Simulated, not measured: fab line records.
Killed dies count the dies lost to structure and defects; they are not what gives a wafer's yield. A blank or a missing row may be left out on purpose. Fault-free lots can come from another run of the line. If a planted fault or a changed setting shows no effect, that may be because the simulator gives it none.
fab line records ; flow nandHarc
record lots=7; wafers=21; lastDay=32
route steps=1302 shown P_ZERO_WELL@30 END@1302
lots that met no fault: from a run of the same line without faults
startH: the number of hours between the record's first day and the start of the first shown wafer of the lot ; waitH: hours from the lot's prior step to this one ; " as in the row above ; L1.1+2: several wafers, shown together as one row ; - no value, or no start given ; * or withheld: withheld ; < > ~ a bound
route shown NAME@n: names a module that has steps shown in the file, with the first one's number in the route ; usual: mean/standard deviation taken from wafers without a fault ; same: alike in all rows ; chamber/n: place in a boat ; sites: the reading at each site ; _std_site: their standard deviation ; _edge_site: inner sites' mean taken away from outer sites' mean ; radiusMm: how far each site lies from the wafer's centre ; mask NAME#n: copy n ; behind: the most recent tool/chamber to have shaped the wafer ; hold: why the lot was held/for how many hours/how that ended ; device: names the non-switching transistor (n, p or np) ; end of line: tests run on the same wafers once the route is complete ; for a step that has no rows: nothing shown but its recipe ; killed: count of dies lost to structure and defects at first sort (not the wafer's yield) ; map: dies across one wafer; x = killed, . = not, _ = none there
set.NAME: the setting as run; set.NAME@STEP: as run at that earlier step ; model.NAME: the simulator's own value behind a step, which no gauge read
certain route steps with their lots: each step a table, each wafer a row
services: from which hour (startH, from the record's first day; less than 0 if before it) a tool's chamber was out of use, for how many hours, and why
## steps
# step NHARC_P_ZERO_WELL_HARDBAKE_25
# recipe tempC=125; timeS=80
# step NHARC_P_ZERO_WELL_DESCUM_26
# recipe timeS=3; o2FlowSccm=200; arFlowSccm=0; biasPowerW=0; chemistry=O2
# usual chamberPressureMTorr=59.99/0.055; drypumpMotorCurrentA=5.52/0.28; oesProductAu=0.997/0.014; rfVppV=57.7/0.82; showerheadPlenumPTorr=1.90/0.09; throttleValvePct=11.311/0.01
lot.wafer;tool;chamber;startH;waitH;chamberPressureMTorr;drypumpMotorCurrentA;oesProductAu;rfHoursCounterH;rfVppV;showerheadPlenumPTorr;throttleValvePct
L475.3;rieDiel-03;0;42.62;-;60.12;5.19;0.994;31;56.3;1.81;11.308
L475.1;rieDiel-03;1;42.62;-;59.90;5.86;0.992;35;57.4;1.77;11.318
L475.4;rieDiel-03;2;42.62;-;60.05;5.39;0.981;37;58.2;1.99;11.312
L480.1;rieDiel-06;2;92.75;-;60.09;5.41;0.996;37;57.2;1.87;11.310
L480.4;rieDiel-06;3;92.75;-;59.93;5.94;1.000;35;57.4;1.98;11.308
L480.6;rieDiel-06;2;92.75;-;59.99;5.42;1.000;-;58.8;1.87;11.323
L487.3;rieDiel-06;1;162.83;-;59.92;5.23;1.019;7;58.3;1.91;11.323
L487.4;rieDiel-06;2;162.83;-;59.98;5.43;1.009;8;58.9;1.86;11.307
L487.6;rieDiel-06;1;162.83;-;59.85;5.24;1.019;-;58.1;1.91;11.318
L488.2;rieDiel-02;1;172.70;-;59.94;5.55;0.999;44;57.3;1.79;11.307
L488.4;rieDiel-02;2;172.70;-;59.97;5.87;1.006;-;58.8;2.01;11.305
L488.5;rieDiel-02;1;172.70;-;60.03;5.57;1.009;-;57.6;1.79;11.318
L489.1;rieDiel-02;3;183.41;-;59.97;5.26;0.971;49;57.9;1.95;11.311
L489.4;rieDiel-02;3;183.41;-;60.01;5.25;0.979;-;58.7;1.95;11.314
L489.5;rieDiel-02;1;183.41;-;59.93;5.60;1.003;-;57.8;1.79;11.321
L490.4;rieDiel-06;1;192.65;-;59.94;5.24;1.013;18;58.0;1.91;11.314
L490.6;rieDiel-06;1;192.65;-;59.98;5.25;1.028;-;59.0;1.91;11.311
L490.5;rieDiel-06;2;192.65;-;60.00;5.43;1.003;-;57.4;1.86;11.328
L493.2;rieDiel-06;1;222.80;-;60.08;5.26;1.013;27;57.5;1.91;11.308
L493.5;rieDiel-06;0;222.80;-;59.91;4.99;0.983;-;58.2;2.07;11.307
L493.6;rieDiel-06;1;222.80;-;60.00;5.27;1.006;-;57.3;1.91;11.299
# step NHARC_P_ZERO_WELL_IMPLANT_27
# recipe energyKev=600; doseCm2=1e+13; tiltDeg=7
# step NHARC_P_ZERO_WELL_IMPLANT_57
# recipe energyKev=250; doseCm2=4e+12; tiltDeg=7
# step NHARC_P_ZERO_WELL_IMPLANT_58
# recipe energyKev=100; doseCm2=2e+12; tiltDeg=7
# step NHARC_P_ZERO_WELL_STRIP_28
# recipe timeS=840; tempC=130; chemistry=SPM
# step NHARC_P_ZERO_WELL_DEHYDRATE_29
# recipe tempC=150; timeS=120
# step NHARC_P_ZERO_WELL_HMDS_30
# recipe timeS=30
# step NHARC_P_ZERO_WELL_COAT_31
# recipe spinRpm=withheld
# step NHARC_P_ZERO_WELL_SOFTBAKE_32
# recipe tempC=122; timeS=95
# step NHARC_P_ZERO_WELL_EBR_33
# step NHARC_P_ZERO_WELL_EXPOSE_34
# recipe na=0.6; targetCdNm=720; doseMj=22.31; maskId=P_PWELL
# step NHARC_P_ZERO_WELL_PEB_35
# recipe pebTempC=118; pebTimeS=85
# usual heaterPowerTotalW=163.93/0.26; plateTempC=117.97/0.13
lot.wafer;tool;chamber;startH;waitH;heaterPowerTotalW;plateTempC
L475.1;lithoTrack-05;0;43.88;0.1;164.14;118.04
L475.3;lithoTrack-05;0;43.88;0.1;163.59;118.12
L475.4;lithoTrack-05;0;43.88;0.1;164.29;118.04
L480.1;lithoTrack-05;0;94.15;0.1;163.68;118.03
L480.4;lithoTrack-05;0;94.15;0.1;163.57;117.98
L480.6;lithoTrack-05;0;94.15;0.1;163.95;118.03
L487.3;lithoTrack-05;0;164.08;0.1;167.23;119.74
L487.4;lithoTrack-05;0;164.08;0.1;166.76;119.70
L487.6;lithoTrack-05;0;164.08;0.1;167.23;119.52
L488.2;lithoTrack-05;0;173.97;0.1;166.76;119.52
L488.4;lithoTrack-05;0;173.97;0.1;166.87;119.72
L488.5;lithoTrack-05;0;173.97;0.1;166.74;119.61
L489.1;lithoTrack-05;0;184.70;0.1;167.27;119.86
L489.4;lithoTrack-05;0;184.70;0.1;167.39;119.75
L489.5;lithoTrack-05;0;184.70;0.1;167.25;119.63
L490.4;lithoTrack-02;0;193.93;0.0;164.36;117.90
L490.5;lithoTrack-02;0;193.93;0.0;164.10;118.05
L490.6;lithoTrack-02;0;193.93;0.0;164.32;117.93
L493.2;lithoTrack-02;0;224.17;0.1;163.97;117.85
L493.5;lithoTrack-02;0;224.17;0.1;163.62;117.87
L493.6;lithoTrack-02;0;224.17;0.1;164.15;117.97
# step NHARC_P_ZERO_WELL_DEVELOP_36
# recipe timeS=70
# step NHARC_END_SORT_01
# recipe tempC=25
# usual killedAtArray=61/24; killedAtOther=1.2/1.3; killedAtPeriphery=3.7/2.6; killedDies=66/23; killedOpen=3.3/1.8; killedShort=2.4/1.6
# same grossDies=677
lot.wafer;tool;chamber;startH;waitH;killedAtArray;killedAtOther;killedAtPeriphery;killedDies;killedOpen;killedShort
L480.1;prober-02;0;629.79;2.5;54;1;5;60;6;6
L480.4;prober-02;0;632.20;3.4;59;1;5;65;5;1
L480.6;prober-02;0;633.80;4.0;56;1;2;59;1;0
L488.2;prober-02;0;710.39;2.8;77;0;6;83;2;4
L488.4;prober-02;0;712.00;3.4;76;0;1;77;2;2
L487.3;prober-01;0;718.16;3.1;55;5;0;60;3;0
L487.4;prober-01;0;718.96;3.4;44;4;1;49;2;3
L487.6;prober-01;0;720.56;4.0;45;1;2;48;4;3
# killed by level:class
L480.1 A_SLIT:chamberFilmFlake=24 A_CHANNEL_HOLE_D2:chamberFilmFlake=9 A_CHANNEL_HOLE_D1:chamberFilmFlake=5 A_CONTACT:chamberFilmFlake=3 P_CONTACT:geometricParticle:short=2 A_M1:geometricParticle:open=2 P_M1:chamberFilmFlake=2 A_STAIRCASE:chamberFilmFlake=2
L480.4 A_SLIT:chamberFilmFlake=32 A_CHANNEL_HOLE_D2:chamberFilmFlake=12 A_CONTACT:chamberFilmFlake=6 P_GATE:chamberFilmFlake=3 A_CHANNEL_HOLE_D1:chamberFilmFlake=3 A_DECK1_JOINT:geometricParticle:open=2 P_GATE:geometricParticle:open=1 A_ONON_D2:geometricParticle:short=1
L480.6 A_SLIT:chamberFilmFlake=32 A_CHANNEL_HOLE_D1:chamberFilmFlake=8 A_CHANNEL_HOLE_D2:chamberFilmFlake=8 A_CONTACT:chamberFilmFlake=4 P_M1:chamberFilmFlake=2 A_DECK1_JOINT:geometricParticle:open=1 A_CHANNEL_FILL_D2:chamberFilmFlake=1 A_STAIRCASE:chamberFilmFlake=1
L488.2 A_CHANNEL_HOLE_D1:chamberFilmFlake=31 A_CHANNEL_HOLE_D2:chamberFilmFlake=22 A_CONTACT:chamberFilmFlake=12 A_ONON_D1:geometricParticle:short=2 A_CHANNEL_FILL_D2:geometricParticle:open=2 P_ZERO_WELL:chamberFilmFlake=2 P_GATE:chamberFilmFlake=2 A_SLIT:chamberFilmFlake=2
L488.4 A_CHANNEL_HOLE_D1:chamberFilmFlake=36 A_CHANNEL_HOLE_D2:chamberFilmFlake=23 A_CONTACT:chamberFilmFlake=7 A_SLIT:chamberFilmFlake=3 A_STAIRCASE:chamberFilmFlake=2 A_CHANNEL_FILL_D1:geometricParticle:short=1 A_ONON_D2:geometricParticle:open=1 A_CHANNEL_HOLE_D2:geometricParticle:short=1
L487.3 A_CHANNEL_HOLE_D1:chamberFilmFlake=35 A_SLIT:chamberFilmFlake=6 THIN_TSV:chamberFilmFlake=5 A_STAIRCASE:chamberFilmFlake=4 A_CONTACT:chamberFilmFlake=4 A_WL_FILL:geometricParticle:open=2 A_CHANNEL_HOLE_D2:chamberFilmFlake=2 A_CHANNEL_HOLE_D2:geometricParticle:open=1
L487.4 A_CHANNEL_HOLE_D1:chamberFilmFlake=28 A_STAIRCASE:chamberFilmFlake=4 A_SLIT:chamberFilmFlake=3 A_CONTACT:chamberFilmFlake=3 THIN_TSV:chamberFilmFlake=3 A_SGD_CUT:chamberFilmFlake=2 P_CONTACT:geometricParticle:open=1 A_ONON_D1:geometricParticle:open=1
L487.6 A_CHANNEL_HOLE_D1:chamberFilmFlake=26 A_CONTACT:chamberFilmFlake=5 A_SLIT:chamberFilmFlake=4 A_CHANNEL_FILL_D1:geometricParticle:open=2 A_STAIRCASE:chamberFilmFlake=2 P_GATE:geometricParticle:open=1 P_GATE:geometricParticle:short=1 A_CHANNEL_FILL_D1:geometricParticle:short=1
## services
tool;chamber;startH;hours;kind
rieDiel-03;0;19.88;5.5;repair
rieDiel-03;-;31.90;1.1;repair
rieDiel-06;0;35.80;-;clean
rieDiel-06;1;35.80;-;clean
rieDiel-06;2;35.80;-;clean
rieDiel-06;3;35.80;-;clean
rieDiel-02;-;39.70;9.0;pm
lithoTrack-02;-;52.00;7.0;pm
rieDiel-06;0;60.37;-;clean
rieDiel-06;1;60.37;-;clean
rieDiel-06;2;60.37;-;clean
rieDiel-06;3;60.37;-;clean
rieDiel-06;0;84.87;-;clean
rieDiel-06;1;84.87;-;clean
rieDiel-06;2;84.87;-;clean
rieDiel-06;3;84.87;-;clean
rieDiel-03;-;104.44;9.0;pm
rieDiel-06;0;109.39;-;clean
rieDiel-06;1;109.39;-;clean
lithoTrack-05;-;124.00;7.0;pm
rieDiel-06;-;130.25;9.0;pm
rieDiel-02;0;165.77;23.0;repair
rieDiel-06;0;205.30;7.9;repair
rieDiel-02;-;216.70;9.0;pm
## key
firstSign step=NHARC_P_ZERO_WELL_PEB_35; reading=plateTempC; direction=up; sigmas=13; usual=*; struck=*
effect step=NHARC_P_ZERO_WELL_PEB_35; reading=heaterPowerTotalW; direction=up; sigmas=12; usual=*; struck=*
metAt NHARC_P_ZERO_WELL_PEB_35
struckWafers L487.3,L487.4,L487.6,L488.2,L488.4,L488.5,L489.1,L489.4,L489.5
testerLeftOut L487,L488,L489
onsetBetween 94.15 164.08
fault kind=processParameterDrift; tool=lithoTrack-05; chamber=-; onsetH=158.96; steps=NHARC_P_ZERO_WELL_PEB_35; channel=pebTempC; offset=*; shape=step; endH=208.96; actsIn=*; stated=*
# testerLeftOut: of these lots the tester's yield and bins aren't shown, on N5 and GAA mostly nor the transistor test; their killed dies are dies lost to structure and defects alone, not to doping, threshold or leakage, so they don't give the yield
